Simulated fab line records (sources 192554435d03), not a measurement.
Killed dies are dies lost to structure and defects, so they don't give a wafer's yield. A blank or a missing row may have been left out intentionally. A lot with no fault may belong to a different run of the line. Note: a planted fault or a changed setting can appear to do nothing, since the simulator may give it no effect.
Struck lot and sound lot, side by side / flow n5_finfet / 14 steps out of a route of 1938
Sound: the wafers L780.1, L780.5, L780.6. Struck: wafer L783.3 (L783.2, L783.4, from the same lot, were not struck and are left out); the cause is given at the end.
For every step that has rows: the tool of each side, followed by ch and its chambers, followed by its first start. Under that, the readings that differ: sound wafers / struck wafers / difference of the means / sigmas: that difference in standard deviations of wafers without a fault.
alike: same words and numbers on both sides, and readings whose means sit less than 2 such deviations apart. not compared: any withheld reading, any reading some wafer has no value for, any bound like >300 that may hide the same value, and any number with overlapping values for which the record gives no deviation.
A row with sigmas, a row that says differs or no value, or rows on one side alone: a step with any of these is where the two part. Numbers that have no deviation but don't overlap get no sigmas and don't part them. A reading that every wafer of one side lacks parts them only if that side has two wafers or more.

first, 3 steps without rows for these wafers: N5_BEOL_M6_EXPOSE_25 (exposes mask V5, target cd 40 nm); N5_BEOL_M6_PEB_26 (peb time 60 s); N5_BEOL_M6_DEVELOP_27 (develop time 30 s).
N5_BEOL_M6_CD_MEAS_28: target cd 40 nm.
  sound on cd_sem-01 ch 0, day 13 12:58; struck on cd_sem-02 ch 0, day 14 10:53
reading=cd_nm (nm); sound=39.99 39.93 39.64; struck=40.72; difference=+0.87; sigmas=+3
N5_BEOL_M6_OVL_MEAS_29:
  sound on overlay-02 ch 0, day 13 12:59; struck on overlay-01 ch 0, day 14 10:55
reading=V5_OVL (nm); sound=-1.6 -0.9 -0.9; struck=0.6; difference=+1.7; sigmas=+2
N5_BEOL_M6_INSPECT_30: inspects for defects (brightfield).
  sound on defect_inspect-01 at day 13 13:03; struck on defect_inspect-01 at day 14 10:58
  alike: raw_defect_count
N5_BEOL_M6_DESCUM_33: chemistry O2, time 7 s.
  sound on rie_diel-05 ch 0,1, day 13 13:05; struck on rie_diel-03 ch 1, day 14 11:02
reading=drypump_motor_current_A (A); sound=5.6 4.9 5.7; struck=6.7; difference=+1.3; sigmas=+3
  alike: bias_power_w, o2_flow_sccm, oes_product_au, rf_vpp_V, showerhead_plenum_p_Torr, throttle_valve_pct
  not compared: rf_hours_counter_h
N5_BEOL_M6_ETCH_72: etches underlayer in N2/H2, target depth 6.5 nm, time 5.2 s.
  sound on rie_diel-05 ch 0,1, day 13 13:07; struck on rie_diel-03 ch 1, day 14 11:05
reading=drypump_motor_current_A (A); sound=5.7 4.9 5.7; struck=6.7; difference=+1.3; sigmas=+2
reading=etch_rf_on_time_s (s); sound=5.14 5.26 5.16; struck=5.34; difference=+0.15; sigmas=+2
  alike: oes_product_au, rf_vpp_V, showerhead_plenum_p_Torr, throttle_valve_pct
  not compared: rf_hours_counter_h
N5_BEOL_M6_ETCH_65: etches SiARC in CF4, target depth 15.6 nm, time 26 s.
  sound on rie_diel-05 ch 0,1, day 13 13:08; struck on rie_diel-03 ch 1, day 14 11:05
reading=drypump_motor_current_A (A); sound=5.7 4.9 5.7; struck=6.7; difference=+1.3; sigmas=+2
  alike: etch_rf_on_time_s, oes_product_au, rf_vpp_V, showerhead_plenum_p_Torr, throttle_valve_pct
  not compared: rf_hours_counter_h
N5_BEOL_M6_ETCH_66: etches SOC in N2/H2, target depth 80 nm, overetch 16 nm, time 120 s.
  sound on rie_diel-05 ch 0,1, day 13 13:10; struck on rie_diel-03 ch 1, day 14 11:07
reading=drypump_motor_current_A (A); sound=5.7 4.9 5.7; struck=6.7; difference=+1.3; sigmas=+2
  alike: oes_product_au, rf_vpp_V, run_length_s, showerhead_plenum_p_Torr, throttle_valve_pct
  not compared: rf_hours_counter_h
then, 2 steps without rows for these wafers: N5_BEOL_M6_STRIP_69 (strips in N2/H2); N5_BEOL_M6_STRIP_73 (strips in N2/H2).
N5_BEOL_M6_VIA_ETCH_34: etches SiCOH lowk in C4F6/O2, target depth 126.3 nm, time 50.9 s.
  sound on rie_diel-05 ch 0,1, day 13 13:16; struck on rie_diel-03 ch 1, day 14 11:13
reading=drypump_motor_current_A (A); sound=5.7 4.9 5.7; struck=6.7; difference=+1.3; sigmas=+2
reading=run_length_s (s); sound=74.4 74.8 74.4; struck=77.7; difference=+3.2; sigmas=+8
reading=model.etch.depth_nm (nm); sound=125.2 125 125.8; struck=130.3; difference=+5.0; sigmas=
reading=model.SOC_of_BEOL_M6_COAT_63.thk_nm (nm); sound=54 53.8 53.8; struck=53.6; difference=-0.3; sigmas=
  alike: oes_product_au, rf_vpp_V, showerhead_plenum_p_Torr, throttle_valve_pct
  not compared: rf_hours_counter_h
then, 1 step without rows for these wafers: N5_BEOL_M6_STRIP_76 (strips in C4F6/O2).

WHERE THEY PART
At N5_BEOL_M6_CD_MEAS_28 first; at N5_BEOL_M6_VIA_ETCH_34 last (within this record only).

WHY: what had been put in by the simulator
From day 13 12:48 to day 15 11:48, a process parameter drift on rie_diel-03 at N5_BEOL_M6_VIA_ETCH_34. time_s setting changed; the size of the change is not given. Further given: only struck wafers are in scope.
